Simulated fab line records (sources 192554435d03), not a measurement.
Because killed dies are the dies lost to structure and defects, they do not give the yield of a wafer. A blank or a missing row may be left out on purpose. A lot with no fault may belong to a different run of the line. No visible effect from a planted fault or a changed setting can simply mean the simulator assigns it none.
Matching of chambers -- flow n5 finfet -- N5_BEOL_M2_STRIP_36 on rie diel-01 has 4 sister chambers
The step strips in N2/H2. 20 wafers are shown with their chamber, then 10 later ones without.

## WAFERS, EACH WITH ITS CHAMBER
wafer,chamber,showerhead plenum p Torr (Torr),throttle valve pct (%),oes product au (a.u.)
L077.4,3,2.48,23.38,0.89
L077.5,1,2.62,23.76,0.69
L077.6,0,2.68,23.44,0.88
L080.2,0,2.68,23.44,0.87
L080.3,3,2.48,23.36,0.88
L080.6,2,2.68,23.36,0.87
L083.2,2,2.68,23.38,0.86
L083.3,3,2.48,23.36,0.88
L083.6,2,2.68,23.38,0.86
L081.3,3,2.48,23.36,0.87
L081.5,1,2.61,23.78,0.68
L081.6,2,2.68,23.39,0.87
L084.2,0,2.68,23.42,0.84
L084.3,3,2.48,23.35,0.85
L084.4,1,2.61,23.78,0.67
L086.4,1,2.61,23.78,0.67
L086.5,0,2.68,23.42,0.85
L086.6,1,2.61,23.81,0.67
L088.2,0,2.67,23.45,0.85
L088.3,2,2.67,23.39,0.84

SIGNATURES, as means of the wafers listed above
reading,chamber 0,chamber 1,chamber 2,chamber 3,scatter within a chamber
showerhead plenum p Torr,2.6780,2.6120,2.6780,2.4800,0.00387
throttle valve pct,23.4340,23.7820,23.3800,23.3620,0.0139
oes product au,0.8580,0.6760,0.8600,0.8740,0.0135
Rule: for each reading, subtract the chamber's mean from the wafer's reading, divide by that reading's scatter and square the result; add these up over the readings and take the root, which gives the wafer's distance from the chamber. If the next closest chamber is less than 2 further off than the closest, the wafer can't be placed; otherwise it belongs to the closest. The scatter is the square root of a quotient: the sum, over the shown wafers, of each reading's squared deviation from its chamber's mean, divided by wafers minus chambers.

## WAFERS WHOSE CHAMBER IS MISSING
wafer,showerhead plenum p Torr (Torr),throttle valve pct (%),oes product au (a.u.)
L088.5,2.60,23.79,0.68
L093.1,2.47,23.39,0.85
L093.3,2.60,23.83,0.67
L093.6,2.60,23.77,0.67
L095.2,2.67,23.45,0.84
L095.3,2.67,23.44,0.82
L095.6,2.60,23.79,0.67
L096.4,2.67,23.51,0.83
L096.5,2.67,23.38,0.82
L096.6,2.46,23.40,0.83

## EACH ONE'S CHAMBER
wafer,from the rows above,in truth
L088.5,1,1
L093.1,3,3
L093.3,1,1
L093.6,1,1
L095.2,0,0
L095.3,0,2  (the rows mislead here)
L095.6,1,1
L096.4,0,0
L096.5,can't be placed: 2 or 0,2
L096.6,3,3
8 of 10 placed correctly. Unplaceable from these rows: 1, with the true chamber sitting among the candidates in 1. Wrongly placed: 1.
